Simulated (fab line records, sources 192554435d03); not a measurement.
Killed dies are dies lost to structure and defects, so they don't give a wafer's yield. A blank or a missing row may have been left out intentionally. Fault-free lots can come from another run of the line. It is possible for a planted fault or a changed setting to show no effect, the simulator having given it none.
fab line records / flow n5_finfet
record: lots: 4 wafers: 12 last_day: 17
route steps=1938 shown SDB@374 DUMMY_REMOVAL@377 HKMG_FIN@385
lots that met no fault: taken from a fault-free run of the same line
start_h: hours from the record's opening day to when the first of the lot's shown wafers began / wait_h: hours since the lot's step before / " same as the row above / L1.1+2: one row covering several wafers at once / - no value present, or no start provided / * or withheld: withheld / < > ~ a bound
route shown NAME@n: names a module that has steps shown in the file, with the first one's number in the route / usual: the fault-free wafers' mean and standard deviation / same: alike in all rows / chamber/n: place in a boat / sites: per-site readings / _std_site: the standard deviation of these / _edge_site: inner sites' mean taken away from outer sites' mean / radius_mm: how far each site lies from the wafer's centre / mask NAME#n: copy n / behind: the tool/chamber that last shaped the wafer / hold: why the lot was held/for how many hours/how that ended / device: the n, p or np transistor that did not switch / end of line: the route-end tests of the same wafers / for a step that has no rows: nothing shown but its recipe / killed: dies lost to structure and defects at the first sort, not the wafer's yield / map: shows each die of a wafer: x if killed, . if not, _ if none is there
set.NAME: the setting as run; set.NAME@STEP: as run at that earlier step / model.NAME: the simulator's own value behind a step, which no gauge read
certain route steps with their lots: each step a table, each wafer a row
services: a tool's chamber out of use, with start hour (start_h, from the record's first day; less than 0 if before it), hours out, and reason
== steps ==
step: N5_SDB_CMP_30
recipe: stop_on: poly-Si t_overpolish_s: 1.54 post_cmp_clean: alkaline_brush down_force_psi: 4.1491 platen_rpm: 51.796 pad_velocity_m_s: 1.0306 target_thk_nm: 30
step: N5_DUMMY_REMOVAL_HM_STRIP_01
recipe: chemistry: CH3F/O2 material: SiNx target_depth_a: 40 stop_on: poly-Si time_s: 6.8 over_etch_frac: 0.3 ion_energy_ev: 60 power_w: 410 bias_w: 29 Ar_flow_sccm: 150 CH3F_flow_sccm: 30 O2_flow_sccm: 20
step: N5_DUMMY_REMOVAL_STRIP_10
recipe: chemistry: N2/H2 time_s: 40 power_w: 100 temp_c: 40 pressure_mtorr: 100 rf_frequency_hz: 6e+07 bias_power_w: 3 n2_flow_sccm: 300 h2_flow_sccm: 300
step: N5_DUMMY_REMOVAL_PRECLEAN_07
recipe: chemistry: dHF time_s: 30 temp_c: 25 dilution: withheld
step: N5_DUMMY_REMOVAL_DUMMY_REMOVE_02
recipe: chemistry: TMAH temp_c: 70 target: poly-Si stop_on: SiO2 target_depth_nm: 142 conc_wt_pct: 5 time_s: 57 dry: ipa_marangoni rinse_time_s: 30 rinse_temp_c: 23
step: N5_DUMMY_REMOVAL_PRECLEAN_08
recipe: chemistry: NF3:NH3 afs_cycles: 2 temp_c: 30 time_s: 20 sublimation_temp_c: 180 sublimation_time_s: 60 pressure_torr: 3 rf_power_w: 30
step: N5_DUMMY_REMOVAL_PRECLEAN_04
recipe: chemistry: DHF time_s: 37 temp_c: 25 dilution: 500:1
step: N5_DUMMY_REMOVAL_SRD_05
recipe: dry: ipa_marangoni do_ppb: 5 time_s: 30 temp_c: 23 rinse_liquid: diw
step: N5_HKMG_FIN_IL_REGROW_00
recipe: material: SiO2 target_thk_a: 7.5 chemistry: O3 temp_c: withheld time_s: 30
step: N5_HKMG_FIN_HK_ALD_01
recipe: material: HfO2 target_thk_a: 16 temp_c: withheld ald_precursor_family: HfCl4 ald_co_reactant: H2O pulse_time_s: 3 purge_time_s: 3 co_reactant_purge_time_s: 2.5 co_reactant_pulse_time_s: 0.3 ald_cycles: 30
usual: ald_cycles: 30/0 precursor_pulse_height_rel: 0.999/0.019
lot.wafer=L272.1 tool=ald_hk-03 chamber=2 start_h=133.93 wait_h=0.0 ald_cycles=17 precursor_pulse_height_rel=1.003 model.HfO2_of_HKMG_FIN_HK_ALD_01.thk_nm=1
lot.wafer=L272.4 tool=ald_hk-03 chamber=0 start_h=133.93 wait_h=0.0 ald_cycles=17 precursor_pulse_height_rel=0.993 model.HfO2_of_HKMG_FIN_HK_ALD_01.thk_nm=1
lot.wafer=L272.5 tool=ald_hk-03 chamber=1 start_h=133.93 wait_h=0.0 ald_cycles=17 precursor_pulse_height_rel=0.991 model.HfO2_of_HKMG_FIN_HK_ALD_01.thk_nm=1
lot.wafer=L273.3 tool=ald_hk-01 chamber=1 start_h=135.83 wait_h=0.0 ald_cycles=30 precursor_pulse_height_rel=1.015 model.HfO2_of_HKMG_FIN_HK_ALD_01.thk_nm=1.6
lot.wafer=L273.4 tool=ald_hk-01 chamber=0 start_h=135.83 wait_h=0.0 ald_cycles=30 precursor_pulse_height_rel=1.011 model.HfO2_of_HKMG_FIN_HK_ALD_01.thk_nm=1.6
lot.wafer=L273.5 tool=ald_hk-01 chamber=2 start_h=135.83 wait_h=0.0 ald_cycles=30 precursor_pulse_height_rel=0.957 model.HfO2_of_HKMG_FIN_HK_ALD_01.thk_nm=1.6
lot.wafer=L275.2 tool=ald_hk-03 chamber=0 start_h=150.11 wait_h=0.0 ald_cycles=17 precursor_pulse_height_rel=0.981 model.HfO2_of_HKMG_FIN_HK_ALD_01.thk_nm=1
lot.wafer=L275.3 tool=ald_hk-03 chamber=1 start_h=150.11 wait_h=0.0 ald_cycles=17 precursor_pulse_height_rel=1.028 model.HfO2_of_HKMG_FIN_HK_ALD_01.thk_nm=1
lot.wafer=L275.5 tool=ald_hk-03 chamber=1 start_h=150.11 wait_h=0.0 ald_cycles=17 precursor_pulse_height_rel=1.008 model.HfO2_of_HKMG_FIN_HK_ALD_01.thk_nm=1
lot.wafer=L285.3 tool=ald_hk-03 chamber=1 start_h=207.53 wait_h=0.0 ald_cycles=30 precursor_pulse_height_rel=1.002 model.HfO2_of_HKMG_FIN_HK_ALD_01.thk_nm=1.6
lot.wafer=L285.4 tool=ald_hk-03 chamber=2 start_h=207.53 wait_h=0.0 ald_cycles=30 precursor_pulse_height_rel=1.011 model.HfO2_of_HKMG_FIN_HK_ALD_01.thk_nm=1.6
lot.wafer=L285.5 tool=ald_hk-03 chamber=0 start_h=207.53 wait_h=0.0 ald_cycles=30 precursor_pulse_height_rel=1.015 model.HfO2_of_HKMG_FIN_HK_ALD_01.thk_nm=1.6
step: N5_HKMG_FIN_HK_ANNEAL_02
recipe: temp_c: 700 time_s: 30 ambient: N2 idle_temp_c: 600 ramp_up_c_per_s: 150 ramp_down_c_per_s: 60 cool_to_c: 600
step: N5_HKMG_FIN_ALD_74
recipe: material: La2O3 target_thk_a: 5 temp_c: 250 ald_precursor_family: La-Cp ald_co_reactant: O3 pulse_time_s: 6 co_reactant_pulse_time_s: 1 purge_time_s: 3 co_reactant_purge_time_s: 3
step: N5_HKMG_FIN_ALD_75
recipe: material: Al2O3 target_thk_a: 10 temp_c: 150 ald_precursor_family: TMA ald_co_reactant: H2O pulse_time_s: withheld co_reactant_pulse_time_s: 1
step: N5_HKMG_FIN_COAT_41
recipe: resist: SOC temp_c: 250 time_s: 60 spin_rpm: 1500 resist_thk_nm: 300
step: N5_HKMG_FIN_COAT_42
recipe: resist: SiARC temp_c: 220 time_s: 60 spin_rpm: 1500 resist_thk_nm: 35
step: N5_HKMG_FIN_COAT_43
recipe: resist: CAR-ArF spin_rpm: 1500 resist_thk_nm: 90
step: N5_HKMG_FIN_EBR_45
recipe: solvent: PGMEA ebr_width_mm: 1.5
step: N5_HKMG_FIN_SOFTBAKE_44
recipe: temp_c: 110 time_s: 60 resist: CAR-ArF
step: N5_HKMG_FIN_EXPOSE_46
recipe: mask_id: NDIPOLE na: 1.35 source_shape: conventional sigma_outer: 0.8 polarization: unpolarized dose_mj: 40
step: N5_HKMG_FIN_PEB_47
recipe: peb_temp_c: withheld peb_time_s: 60 resist: CAR-ArF
step: N5_HKMG_FIN_DEVELOP_48
recipe: develop_time_s: 30 developer: TMAH resist: CAR-ArF rinse_liquid: diw dry: air_spin dev_temp_c: 23
step: N5_HKMG_FIN_DESCUM_53
recipe: chemistry: O2 time_s: 7.9 source_power_w: 50 bias_power_w: 20 pressure_mtorr: 20 rf_frequency_hz: 2.712e+07 temp_c: 40 resist: CAR-ArF o2_flow_sccm: 225
step: N5_HKMG_FIN_ETCH_54
recipe: chemistry: CF4 target: SiARC target_depth_a: 455 mask_material: CAR-ArF time_s: 75.8 ion_energy_ev: 80 pressure_mtorr: 40 source_w: 545 bias_w: 36 Ar_flow_sccm: 100 cf4_flow_sccm: 100 ends: cleared
step: N5_HKMG_FIN_ETCH_55
recipe: chemistry: N2/H2 target: SOC target_depth_a: 2400 temp_c: 40 time_s: 300 ion_energy_ev: 200 mask_material: SiARC pressure_mtorr: 30 source_w: 840 bias_w: 150 n2_flow_sccm: 200 h2_flow_sccm: 200
step: N5_HKMG_FIN_STRIP_56
recipe: chemistry: N2/H2 temp_c: 40 n2_flow_sccm: 200 h2_flow_sccm: 200 rf_frequency_hz: 6e+07
step: N5_HKMG_FIN_STRIP_57
recipe: chemistry: CF4 resist: SiARC power_w: 300 bias_power_w: 75 pressure_mtorr: 50 cf4_flow_sccm: 150 rf_frequency_hz: 6e+07
step: N5_HKMG_FIN_ETCH_58
recipe: chemistry: N2/H2 target: SOC target_depth_a: 2158 ion_energy_ev: 50 bias_w: 13 time_s: 741 pressure_mtorr: 30 source_w: 875 n2_flow_sccm: 200 h2_flow_sccm: 200
step: N5_HKMG_FIN_STRIP_93
recipe: chemistry: N2/H2 material: SOC time_s: 20 power_w: 500 temp_c: 40 pressure_mtorr: 50 rf_frequency_hz: 6e+07 bias_power_w: 8 h2_frac: 0.5 n2_flow_sccm: 300 h2_flow_sccm: 300
step: N5_HKMG_FIN_WET_ETCH_76
recipe: chemistry: dNH4OH mix: 1:50 temp_c: 25 target: Al2O3 stop_on: La2O3 target_depth_nm: 2.25 dry: ipa_marangoni rinse_time_s: 30 rinse_temp_c: 23
step: N5_HKMG_FIN_STRIP_60
recipe: chemistry: N2/H2 power_w: 2500 temp_c: 300 h2_frac: 0.65 time_s: 360 pressure_mtorr: withheld n2_flow_sccm: 1750 h2_flow_sccm: 3250
step: N5_HKMG_FIN_WET_ETCH_77
recipe: chemistry: dHCl mix: 1:10000 temp_c: 25 target: La2O3 stop_on: HfO2 target_depth_nm: 2
step: N5_HKMG_FIN_WET_ETCH_78
recipe: chemistry: dNH4OH mix: 1:50 temp_c: 25 target: Al2O3 stop_on: La2O3 target_depth_nm: 4.5 dry: ipa_marangoni rinse_time_s: 30 rinse_temp_c: 23
step: N5_HKMG_FIN_ALD_79
recipe: material: TiN target_thk_a: 15 temp_c: 400 ald_precursor_family: TiCl4 ald_co_reactant: NH3 pulse_time_s: 1 purge_time_s: 3 co_reactant_purge_time_s: 2 co_reactant_pulse_time_s: 2 ald_cycles: 68 pressure_torr: 3
step: N5_HKMG_FIN_CVD_62
recipe: material: a-Si target_thk_a: 30 temp_c: 500 precursor: Si2H6 pressure_torr: 1 time_s: 20.8
step: N5_HKMG_FIN_RTA_80
recipe: temp_c: withheld time_s: 2 ambient: N2 idle_temp_c: 600 ramp_up_c_per_s: 150 ramp_down_c_per_s: 60 cool_to_c: 600
step: N5_HKMG_FIN_PRECLEAN_64
recipe: chemistry: dHF time_s: 30 temp_c: 25 dilution: withheld
step: N5_HKMG_FIN_THK_MEAS_70
recipe: thk_meas_gauge: xrf reads: HfO2_of_HKMG_FIN_HK_ALD_01
usual: HK_THK: 1.603/0.017
lot.wafer=L272.1 tool=film_metro-02 chamber=- start_h=137.59 wait_h=0.2 HK_THK[nm]=0.897
lot.wafer=L272.4 tool=film_metro-02 chamber=- start_h=137.59 wait_h=0.2 HK_THK[nm]=0.934
lot.wafer=L272.5 tool=film_metro-02 chamber=- start_h=137.59 wait_h=0.2 HK_THK[nm]=0.932
lot.wafer=L273.3 tool=film_metro-02 chamber=- start_h=139.43 wait_h=0.2 HK_THK[nm]=1.586
lot.wafer=L273.4 tool=film_metro-02 chamber=- start_h=139.43 wait_h=0.2 HK_THK[nm]=1.591
lot.wafer=L273.5 tool=film_metro-02 chamber=- start_h=139.43 wait_h=0.2 HK_THK[nm]=1.568
lot.wafer=L275.2 tool=film_metro-01 chamber=- start_h=153.93 wait_h=0.2 HK_THK[nm]=0.909
lot.wafer=L275.3 tool=film_metro-01 chamber=- start_h=153.93 wait_h=0.2 HK_THK[nm]=0.922
lot.wafer=L275.5 tool=film_metro-01 chamber=- start_h=153.93 wait_h=0.2 HK_THK[nm]=0.925
lot.wafer=L285.3 tool=film_metro-01 chamber=- start_h=211.06 wait_h=0.2 HK_THK[nm]=1.662
lot.wafer=L285.4 tool=film_metro-01 chamber=- start_h=211.06 wait_h=0.2 HK_THK[nm]=1.619
lot.wafer=L285.5 tool=film_metro-01 chamber=- start_h=211.06 wait_h=0.2 HK_THK[nm]=1.618
== services ==
tool=ald_hk-03 chamber=- start_h=111.07 hours=8.7 kind=pm
tool=ald_hk-01 chamber=- start_h=119.08 hours=1.4 kind=repair
== key ==
first_sign: step: N5_HKMG_FIN_HK_ALD_01 reading: ald_cycles direction: down sigmas: 99+ usual: * struck: *
effect: step: N5_HKMG_FIN_THK_MEAS_70 reading: HK_THK direction: down sigmas: 41 usual: 1.603 struck: 0.920
model_effect: step: N5_HKMG_FIN_HK_ALD_01 value: HfO2_of_HKMG_FIN_HK_ALD_01.thk_nm without: 1.6 struck: 1
met_at N5_HKMG_FIN_HK_ALD_01
struck_wafers L272.1,L272.4,L272.5,L275.2,L275.3,L275.5
tester_left_out L272,L275
fault: kind: process_parameter_drift tool: ald_hk-03 chamber: - onset_h: 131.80 steps: N5_HKMG_FIN_HK_ALD_01 channel: ald_cycles offset: * shape: step end_h: 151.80 acts_in: * stated: *
tester_left_out: of these lots the tester's yield and bins aren't shown, on N5 and GAA mostly nor the transistor test; their killed dies are dies lost to structure and defects alone, not to doping, threshold or leakage, so they don't give the yield
